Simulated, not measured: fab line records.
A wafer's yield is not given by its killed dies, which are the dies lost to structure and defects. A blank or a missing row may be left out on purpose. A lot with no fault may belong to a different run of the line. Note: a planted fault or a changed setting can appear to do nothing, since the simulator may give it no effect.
A lot that was struck, set against a sound lot + flow n5Finfet + 18 steps out of a route of 1938
Sound: wafers L839.1, L839.3, L839.6. Struck: wafer L826.4. (L826.1, L826.5 of the same lot were not struck and are left out.) The cause comes at the end.
At each step with rows: each side's tool, then ch and its chambers, then its first start. Under that, the readings that differ: sound wafers + struck wafers + difference of the means + sigmas: that difference in standard deviations of wafers without a fault.
alike: same words and numbers on both sides, and readings whose means sit less than 2 such deviations apart. not compared: any withheld reading, any reading some wafer has no value for, any bound like >300 that may hide the same value, and any number with overlapping values for which the record gives no deviation.
A row with sigmas, a row that says differs or no value, or rows on one side alone: a step with any of these is where the two part. Non-overlapping numbers with no deviation appear without sigmas and do not part them. A reading that every wafer of one side lacks parts them only if that side has two wafers or more.

first, 2 steps without rows for these wafers: N5_BEOL_M10_PRECLEAN_42 (cleans in residue remover, time 60 s); N5_BEOL_M10_SRD_43 (time 30 s).
N5_BEOL_M10_CD_MEAS_35: the cd target is 70 nm.
  sound: cdSem-02 at day 15 17:41; struck: cdSem-03 at day 12 11:12
  alike: cdNm
then, 1 step without rows for these wafers: N5_BEOL_M10_CURE_72 (cures SiCOH lowk, time 120 s).
N5_BEOL_M10_DEGAS_44: time 60 s.
  sound: pvdSputter-02 at day 15 18:20; struck: pvdSputter-03 at day 12 11:52
| reading            | sound                | struck | difference | sigmas |
|--------------------|----------------------|--------|------------|--------|
| susceptorTempC (C) | 249.67 249.76 249.86 | 250.20 | +0.44      | +2     |
  alike: heaterPowerW
N5_BEOL_M10_PRE_CLEAN_45: time 30 s.
  sound: pvdSputter-02 at day 15 18:22; struck: pvdSputter-03 at day 12 11:55
  alike: heaterPowerW, susceptorTempC
N5_BEOL_M10_ALD_74: deposits TaN, target thk 2 nm, pulse time 2 s, purge time 3 s.
  sound on aldMetal-02 ch 0,1,3, day 15 18:26; struck on aldMetal-03 ch 3, day 12 11:59
  alike: chamberPressureTorr, heaterPowerW, precursorVesselCarrierSccm, precursorVesselPressureTorr, susceptorTempC
N5_BEOL_M10_SURFACE_TREAT_76:
  sound: pvdSputter-02 at day 15 18:51; struck: pvdSputter-03 at day 12 12:17
  not compared: throttleValvePct
then, 1 step without rows for these wafers: N5_BEOL_M10_CVD_75 (deposits Co from CCTBA/H2, target thk 2 nm, time 138.9 s).
N5_BEOL_M10_SPUTTER_48: material Cu, target thk 12 nm, time 2 s.
  sound: pvdSputter-01 at day 15 19:04; struck: pvdSputter-02 at day 12 12:31
  alike: substrateTempC, susceptorTempC, throttleValvePct
then, 2 steps without rows for these wafers: N5_BEOL_M10_ECD_50 (material Cu, target thk 318 nm); N5_BEOL_M10_ANNEAL_51 (time 90 s).
N5_BEOL_M10_CMP_52: polishes, stops on SiCOH lowk, t overpolish 7 s, target thk 140 nm.
  sound on cmp-04 ch 0,1,3, day 15 19:41; struck on cmp-01 ch 0, day 12 13:25
  alike: barrierFieldEndpointS, motorCurrentA, overpolishRunS, timeToEndpointS
then, 2 steps without rows for these wafers: N5_BEOL_M10_PRE_CLEAN_55 (time 15 s); N5_BEOL_M10_DEP_56 (deposits SiCN from 3MS/NH3, target thk 15 nm, time 26.5 s).
N5_BEOL_M10_INSPECT_58: inspects for defects (darkfield).
  sound: defectInspect-02 at day 15 20:09; struck: defectInspect-01 at day 12 13:50
| reading        | sound      | struck | difference | sigmas |
|----------------|------------|--------|------------|--------|
| rawDefectCount | 106 134 68 | 310    | +207       | +9     |
then, 1 step without rows for these wafers: N5_BEOL_M11_ILD_DEP_00 (deposits SiCOH lowk from DEMS/porogen, target thk 308.51 nm, time 58 s).
N5_PASSIVATION_PROBE_49:
  rows exist in the record for the struck wafers here (prober-02, day 14 13:31), but not for the sound ones

## WHERE THEY PART
First at N5_BEOL_M10_DEGAS_44; last, within this record, at N5_PASSIVATION_PROBE_49.

WHY: what the simulator had put in
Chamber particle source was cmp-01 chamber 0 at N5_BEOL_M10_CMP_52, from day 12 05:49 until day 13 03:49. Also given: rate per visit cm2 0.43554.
